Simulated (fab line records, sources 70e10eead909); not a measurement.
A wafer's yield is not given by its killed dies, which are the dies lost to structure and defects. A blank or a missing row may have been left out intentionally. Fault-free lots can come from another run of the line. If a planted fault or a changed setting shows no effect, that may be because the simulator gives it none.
Which tool was responsible?	flow nand-harc	24 lots, 72 wafers sampled, at 6 steps of a route of 1159

WHAT THE GAUGES SHOWED, per wafer
The record lacks any reading of a measuring or inspecting step that a usual standard deviation could be used to judge.

TOOL THAT RAN EACH LOT (tool first, then ch and the chambers of the sampled wafers, then the start)
lot	NHARC_A_STAIRCASE_TRIM_193	NHARC_A_STAIRCASE_TRIM_198	NHARC_A_STAIRCASE_ETCH_199	NHARC_A_STAIRCASE_TRIM_226	NHARC_A_STAIRCASE_DEP_301	NHARC_A_STAIRCASE_ETCHBACK_416
L075	rie-diel-05 ch 0,1, day 11 23:56 or earlier	rie-diel-05 ch 1,2, day 11 23:56 or earlier	rie-diel-05 ch 1,2,3, day 11 23:56 or earlier	rie-diel-13 ch 0,2,3, day 11 23:56 or earlier	pecvd-01 ch 0,2, day 11 23:56	rie-diel-05 ch 2,3, no start
L076	rie-diel-13 ch 0,1,2, day 12 01:49 or earlier	rie-diel-13 ch 0,1,2, day 12 01:49 or earlier	rie-diel-13 ch 0,2,3, day 12 01:49 or earlier	rie-diel-09 ch 0,1,3, day 12 01:49 or earlier	pecvd-02 ch 1,2, day 12 01:49	rie-diel-09 ch 0,2,3, no start
L077	rie-diel-05 ch 0,2,3, day 12 06:12 or earlier	rie-diel-05 ch 0,2,3, day 12 06:12 or earlier	rie-diel-05 ch 0,2,3, day 12 06:12 or earlier	rie-diel-05 ch 0,2,3, day 12 06:12 or earlier	pecvd-01 ch 0,1,2, day 12 06:12	rie-diel-05 ch 0,1,3, no start
L074	rie-diel-05 ch 0,1,2, day 12 13:31 or earlier	rie-diel-05 ch 0,1,3, day 12 13:31 or earlier	rie-diel-05 ch 0,1, day 12 13:31 or earlier	rie-diel-05 ch 0,1,2, day 12 13:31 or earlier	pecvd-02 ch 0,1, day 12 13:31	rie-diel-05 ch 2,3, no start
L079	rie-diel-09 ch 0,1,2, day 12 18:43 or earlier	rie-diel-05 ch 0,1,3, day 12 18:43 or earlier	rie-diel-05 ch 1,2,3, day 12 18:43 or earlier	rie-diel-13 ch 0,2,3, day 12 18:43 or earlier	pecvd-01 ch 0,1,2, day 12 18:43	rie-diel-05 ch 0,2,3, no start
L078	rie-diel-05 ch 0,1,3, day 12 19:25 or earlier	rie-diel-13 ch 1,3, day 12 19:25 or earlier	rie-diel-13 ch 0,2,3, day 12 19:25 or earlier	rie-diel-09 ch 0,2, day 12 19:25 or earlier	pecvd-01 ch 0,2, day 12 19:25	rie-diel-13 ch 0,1,3, no start
L080	rie-diel-13 ch 0,1,3, day 13 19:57 or earlier	rie-diel-13 ch 0,1,3, day 13 19:57 or earlier	rie-diel-13 ch 0,2,3, day 13 19:57 or earlier	rie-diel-05 ch 1,2,3, day 13 19:57 or earlier	pecvd-04 ch 0,1,2, day 13 19:57	rie-diel-05 ch 0,2,3, no start
L082	rie-diel-05 ch 1,2,3, day 13 20:20 or earlier	rie-diel-05 ch 1,2,3, day 13 20:20 or earlier	rie-diel-05 ch 1,2,3, day 13 20:20 or earlier	rie-diel-13 ch 0,1,3, day 13 20:20 or earlier	pecvd-01 ch 0,1,2, day 13 20:20	rie-diel-05 ch 0,1,2, no start
L081	rie-diel-09 ch 0,1,2, day 13 05:37 or earlier	rie-diel-09 ch 0,1, day 13 05:37 or earlier	rie-diel-09 ch 0,2,3, day 13 05:37 or earlier	rie-diel-09 ch 0,1,2, day 13 05:37	pecvd-02 ch 1,2, day 13 22:11	rie-diel-13 ch 0,1,2, no start
L084	rie-diel-05 ch 0,1,3, day 14 01:03 or earlier	rie-diel-09 ch 1,3, day 14 01:03 or earlier	rie-diel-09 ch 1,2, day 14 01:03 or earlier	rie-diel-05 ch 0,3, day 14 01:03 or earlier	pecvd-01 ch 1,2, day 14 01:03	rie-diel-13 ch 0,1,3, no start
L083	rie-diel-05 ch 0,1, day 14 02:08 or earlier	rie-diel-13 ch 0,2,3, day 14 02:08 or earlier	rie-diel-13 ch 1,2,3, day 14 02:08 or earlier	rie-diel-05 ch 0,1,2, day 14 02:08 or earlier	pecvd-01 ch 0,1,2, day 14 02:08	rie-diel-13 ch 0,1, no start
L085	rie-diel-09 ch 0,1,2, day 14 18:52 or earlier	rie-diel-09 ch 0,1,2, day 14 18:52 or earlier	rie-diel-09 ch 0,1,2, day 14 18:52 or earlier	rie-diel-13 ch 0,2,3, day 14 18:52 or earlier	pecvd-02 ch 0,1,2, day 14 18:52	rie-diel-05 ch 0,3, no start
L088	rie-diel-05 ch 1,2, day 14 17:29 or earlier	rie-diel-05 ch 0,3, day 14 17:29 or earlier	rie-diel-05 ch 1,2, day 14 17:29 or earlier	rie-diel-09 ch 0,1,2, day 14 17:29 or earlier	pecvd-04 ch 0,1, day 14 17:29	rie-diel-09 ch 0,1,2, no start
L086	rie-diel-05 ch 0,2, day 15 00:22 or earlier	rie-diel-09 ch 0,1,2, day 15 00:22 or earlier	rie-diel-09 ch 0,1,2, day 15 00:22 or earlier	rie-diel-13 ch 0,3, day 15 00:22 or earlier	pecvd-01 ch 0,1, day 15 00:22	rie-diel-13 ch 1,3, no start
L087	rie-diel-05 ch 1,3, day 15 06:32 or earlier	rie-diel-13 ch 2,3, day 15 06:32 or earlier	rie-diel-13 ch 0,2, day 15 06:32 or earlier	rie-diel-05 ch 2,3, day 15 06:32 or earlier	pecvd-04 ch 1,2, day 15 06:32	rie-diel-09 ch 0,1,3, no start
L090	rie-diel-09 ch 0,1, day 15 10:31 or earlier	rie-diel-05 ch 0,2,3, day 15 10:31 or earlier	rie-diel-05 ch 0,1, day 15 10:31 or earlier	rie-diel-05 ch 0,3, day 15 10:31 or earlier	pecvd-01 ch 0,2, day 15 10:31	rie-diel-13 ch 1,3, no start
L089	rie-diel-05 ch 0,1, day 15 10:48 or earlier	rie-diel-09 ch 1,2, day 15 10:48 or earlier	rie-diel-09 ch 0,1, day 15 10:48 or earlier	rie-diel-05 ch 1,3, day 15 10:48 or earlier	pecvd-04 ch 0,1, day 15 10:48	rie-diel-05 ch 0,3, no start
L091	rie-diel-09 ch 0,1,2, day 15 20:22 or earlier	rie-diel-05 ch 0,1, day 15 20:22 or earlier	rie-diel-05 ch 1,3, day 15 20:22 or earlier	rie-diel-09 ch 1,2,3, day 15 20:22 or earlier	pecvd-01 ch 0,2, day 15 20:22	rie-diel-05 ch 0,1,3, day 16 03:19
L092	rie-diel-13 ch 0,1, day 15 23:37 or earlier	rie-diel-13 ch 1,2, day 15 23:37 or earlier	rie-diel-13 ch 1,2, day 15 23:37 or earlier	rie-diel-09 ch 1,2,3, day 15 23:37 or earlier	pecvd-01 ch 0,1, day 15 23:37	rie-diel-05 ch 0,2,3, no start
L093	rie-diel-13 ch 0,1,2, day 16 01:26 or earlier	rie-diel-13 ch 1,2,3, day 16 01:26 or earlier	rie-diel-13 ch 0,2, day 16 01:26 or earlier	rie-diel-09 ch 1,2,3, day 16 01:26 or earlier	pecvd-01 ch 0,1, day 16 01:26	rie-diel-05 ch 0,1,3, no start
L094	rie-diel-05 ch 2,3, day 16 17:02 or earlier	rie-diel-05 ch 1,2, day 16 17:02 or earlier	rie-diel-05 ch 2,3, day 16 17:02 or earlier	rie-diel-05 ch 0,1,2, day 16 17:02 or earlier	pecvd-02 ch 0,2, day 16 17:02	rie-diel-09 ch 1,3, day 17 02:08
L095	rie-diel-05 ch 2,3, day 17 00:21 or earlier	rie-diel-13 ch 2,3, day 17 00:21 or earlier	rie-diel-13 ch 2,3, day 17 00:21 or earlier	rie-diel-13 ch 1,3, day 17 00:21 or earlier	pecvd-02 ch 0,1,2, day 17 00:21	rie-diel-13 ch 0,2,3, no start
L096	rie-diel-05 ch 1,2,3, day 17 05:49 or earlier	rie-diel-09 ch 1,2,3, day 17 05:49 or earlier	rie-diel-09 ch 1,2,3, day 17 05:49 or earlier	rie-diel-05 ch 0,1,2, day 17 05:49 or earlier	pecvd-04 ch 0,1,2, day 17 05:49	rie-diel-09 ch 0,1,2, no start
L097	rie-diel-13 ch 1,2,3, day 17 12:28 or earlier	rie-diel-05 ch 0,2,3, day 17 12:28 or earlier	rie-diel-05 ch 0,2, day 17 12:28 or earlier	rie-diel-05 ch 1,2,3, day 17 12:28 or earlier	pecvd-02 ch 1,2, day 17 12:28	rie-diel-09 ch 0,2, day 17 18:55
- NHARC_A_STAIRCASE_TRIM_193: chemistry O2, time 211.2 s.
- NHARC_A_STAIRCASE_TRIM_198: chemistry O2, time 211.2 s.
- NHARC_A_STAIRCASE_ETCH_199: etches the open film in C4F8/O2, target depth 100 nm, time 40.5 s.
- NHARC_A_STAIRCASE_TRIM_226: chemistry O2, time 211.2 s.
- NHARC_A_STAIRCASE_DEP_301: deposits SiON, target thk 30 nm.
- NHARC_A_STAIRCASE_ETCHBACK_416: etches the open film in C4F8/O2/Ar, target depth 36 nm, time 7.2 s.

AS READ BY THE TOOLS THEMSELVES (means over the sampled wafers that have a number; for cases with no such wafer, the mark the record gives instead)
NHARC_A_STAIRCASE_TRIM_193.
lot	tool	drypump-motor-current-A (A)	oes-product-au (a.u.)	rf-vpp-V (V)	showerhead-plenum-p-Torr (Torr)	throttle-valve-pct (%)
L075	rie-diel-05	6.1	1.013	58.3	3.46	17.040
L076	rie-diel-13	6.1	0.995	57.7	3.51	17.039
L077	rie-diel-05	6.1	1.007	57.6	3.44	17.042
L074	rie-diel-05	5.7	1.003	57.0	3.52	17.037
L079	rie-diel-09	5.7	1.011	57.4	3.64	17.041
L078	rie-diel-05	6.1	1.000	58.3	3.45	17.036
L080	rie-diel-13	5.8	1.004	58.0	3.51	17.035
L082	rie-diel-05	5.7	1.011	57.3	3.51	17.033
L081	rie-diel-09	5.7	1.002	57.3	3.64	17.036
L084	rie-diel-05	6.1	1.000	56.8	3.45	17.041
L083	rie-diel-05	6.1	1.012	57.6	3.45	17.034
L085	rie-diel-09	5.7	1.003	59.4	3.63	17.037
L088	rie-diel-05	5.2	1.010	57.4	3.59	17.035
L086	rie-diel-05	5.7	1.016	57.3	3.50	17.047
L087	rie-diel-05	6.1	1.003	57.5	3.44	17.045
L090	rie-diel-09	5.7	1.005	58.3	3.66	17.035
L089	rie-diel-05	5.6	1.006	57.9	3.53	17.037
L091	rie-diel-09	5.8	1.000	58.5	3.62	17.032
L092	rie-diel-13	6.3	1.010	58.0	3.46	17.033
L093	rie-diel-13	6.1	0.986	57.7	3.49	17.034
L094	rie-diel-05	5.8	1.001	57.0	3.49	17.036
L095	rie-diel-05	6.2	0.995	57.7	3.42	17.031
L096	rie-diel-05	5.8	0.998	58.5	3.50	17.033
L097	rie-diel-13	5.8	0.999	57.3	3.60	17.028

NHARC_A_STAIRCASE_TRIM_198.
lot	tool	drypump-motor-current-A (A)	oes-product-au (a.u.)	rf-vpp-V (V)	showerhead-plenum-p-Torr (Torr)	throttle-valve-pct (%)
L075	rie-diel-05	5.2	1.011	56.9	3.61	17.041
L076	rie-diel-13	6.1	1.004	58.1	3.51	17.034
L077	rie-diel-05	6.2	1.006	57.3	3.44	17.037
L074	rie-diel-05	6.1	1.001	57.3	3.46	17.038
L079	rie-diel-05	6.2	1.003	57.7	3.45	17.035
L078	rie-diel-13	5.5	1.005	57.8	3.64	17.033
L080	rie-diel-13	5.8	0.999	58.7	3.51	17.037
L082	rie-diel-05	5.7	1.011	57.7	3.51	17.037
L081	rie-diel-09	5.7	1.002	58.7	3.67	17.035
L084	rie-diel-09	5.1	0.997	57.2	3.59	17.030
L083	rie-diel-13	5.7	0.993	57.5	3.54	17.034
L085	rie-diel-09	5.8	1.008	58.1	3.63	17.036
L088	rie-diel-05	6.6	1.003	57.3	3.36	17.032
L086	rie-diel-09	5.7	1.002	58.5	3.63	17.030
L087	rie-diel-13	5.7	0.998	58.5	3.64	17.038
L090	rie-diel-05	6.2	1.004	57.2	3.43	17.053
L089	rie-diel-09	5.7	0.997	58.0	3.59	17.035
L091	rie-diel-05	5.7	0.994	57.2	3.52	17.026
L092	rie-diel-13	6.2	0.986	57.9	3.57	17.031
L093	rie-diel-13	5.8	0.994	57.6	3.61	17.028
L094	rie-diel-05	5.2	1.004	57.6	3.59	17.026
L095	rie-diel-13	5.7	0.983	57.9	3.63	17.040
L096	rie-diel-09	5.4	1.000	58.5	3.58	17.043
L097	rie-diel-05	6.1	1.003	58.2	3.42	17.030

NHARC_A_STAIRCASE_ETCH_199.
lot	tool	oes-product-au (a.u.)	rf-vpp-V (V)
L075	rie-diel-05	0.949	896
L076	rie-diel-13	0.929	895
L077	rie-diel-05	0.939	893
L074	rie-diel-05	0.933	894
L079	rie-diel-05	0.946	895
L078	rie-diel-13	0.926	896
L080	rie-diel-13	0.938	897
L082	rie-diel-05	0.952	895
L081	rie-diel-09	0.955	899
L084	rie-diel-09	0.935	898
L083	rie-diel-13	0.940	899
L085	rie-diel-09	0.933	900
L088	rie-diel-05	0.957	898
L086	rie-diel-09	0.951	900
L087	rie-diel-13	0.936	891
L090	rie-diel-05	0.938	896
L089	rie-diel-09	0.943	901
L091	rie-diel-05	0.933	895
L092	rie-diel-13	0.923	899
L093	rie-diel-13	0.927	891
L094	rie-diel-05	0.937	892
L095	rie-diel-13	0.926	900
L096	rie-diel-09	0.949	898
L097	rie-diel-05	0.945	894

NHARC_A_STAIRCASE_TRIM_226.
lot	tool	drypump-motor-current-A (A)	oes-product-au (a.u.)	rf-vpp-V (V)	showerhead-plenum-p-Torr (Torr)	throttle-valve-pct (%)
L075	rie-diel-13	5.7	0.992	57.4	3.55	17.035
L076	rie-diel-09	5.4	0.983	57.3	3.63	17.037
L077	rie-diel-05	6.2	1.009	57.0	3.44	17.035
L074	rie-diel-05	5.7	1.003	57.3	3.52	17.037
L079	rie-diel-13	5.7	0.992	58.5	3.54	17.033
L078	rie-diel-09	5.7	1.008	59.1	3.66	17.033
L080	rie-diel-05	5.7	1.007	57.7	3.51	17.042
L082	rie-diel-13	5.8	0.998	58.1	3.51	17.035
L081	rie-diel-09	5.8	0.995	57.4	3.63	17.029
L084	rie-diel-05	6.6	1.007	57.0	3.36	17.034
L083	rie-diel-05	5.7	1.012	57.8	3.52	17.041
L085	rie-diel-13	5.7	1.001	58.1	3.53	17.033
L088	rie-diel-09	5.7	1.003	58.1	3.63	17.043
L086	rie-diel-13	5.4	0.997	56.9	3.54	17.037
L087	rie-diel-05	6.2	0.993	58.4	3.42	17.038
L090	rie-diel-05	6.5	1.003	57.0	3.36	17.032
L089	rie-diel-05	5.7	1.007	57.3	3.52	17.037
L091	rie-diel-09	5.5	0.999	57.5	3.59	17.029
L092	rie-diel-09	5.5	0.988	57.9	3.59	17.041
L093	rie-diel-09	5.5	0.986	58.9	3.59	17.039
L094	rie-diel-05	5.7	0.999	57.3	3.51	17.039
L095	rie-diel-13	5.9	1.005	57.6	3.58	17.041
L096	rie-diel-05	5.7	1.005	57.7	3.50	17.031
L097	rie-diel-05	5.8	0.997	57.7	3.50	17.038

NHARC_A_STAIRCASE_DEP_301.
lot	tool	heater-power-w (W)
L075	pecvd-01	853
L076	pecvd-02	598
L077	pecvd-01	711
L074	pecvd-02	693
L079	pecvd-01	693
L078	pecvd-01	811
L080	pecvd-04	700
L082	pecvd-01	676
L081	pecvd-02	656
L084	pecvd-01	671
L083	pecvd-01	731
L085	pecvd-02	649
L088	pecvd-04	800
L086	pecvd-01	588
L087	pecvd-04	799
L090	pecvd-01	742
L089	pecvd-04	730
L091	pecvd-01	805
L092	pecvd-01	559
L093	pecvd-01	626
L094	pecvd-02	710
L095	pecvd-02	679
L096	pecvd-04	668
L097	pecvd-02	666

NHARC_A_STAIRCASE_ETCHBACK_416.
lot	tool	oes-product-au (a.u.)	rf-vpp-V (V)
L075	rie-diel-05	0.931	722
L076	rie-diel-09	1.003	725
L077	rie-diel-05	0.926	721
L074	rie-diel-05	0.933	720
L079	rie-diel-05	0.938	720
L078	rie-diel-13	0.993	722
L080	rie-diel-05	0.929	720
L082	rie-diel-05	0.933	724
L081	rie-diel-13	0.923	722
L084	rie-diel-13	0.926	723
L083	rie-diel-13	0.924	718
L085	rie-diel-05	0.937	717
L088	rie-diel-09	0.917	727
L086	rie-diel-13	0.929	725
L087	rie-diel-09	0.930	726
L090	rie-diel-13	0.923	727
L089	rie-diel-05	0.994	718
L091	rie-diel-05	0.924	720
L092	rie-diel-05	0.922	721
L093	rie-diel-05	0.919	720
L094	rie-diel-09	0.920	724
L095	rie-diel-13	0.923	723
L096	rie-diel-09	0.946	727
L097	rie-diel-09	0.967	726

THE ANSWER, worked out from the rows above alone
Rule: usual is defined by the lots themselves. Put in order of their means at a reading, lots are off if they are a third of the lots or fewer, leave a main group of 4 or more, and stand apart from it by a gap of 3 or more times the standard deviation of the main group's means; of several such gaps the widest counts. The tables above print the reading to a certain number of digits; a main group whose means all agree to those digits is not used. Also off: a lot with no number at a reading for which 4 or more lots have one. Any other lot the step has rows for is counted as sound. Order of review: gauges by route order, followed by the tools' own readings, for which a lot's mean as printed above is used. At the first step where some lot is off, the reading lying furthest off is the one used; lots without a number count as furthest.
No lot is off on any of the readings shown, so nothing can be concluded from this.

WHAT THE SIMULATOR PUT IN
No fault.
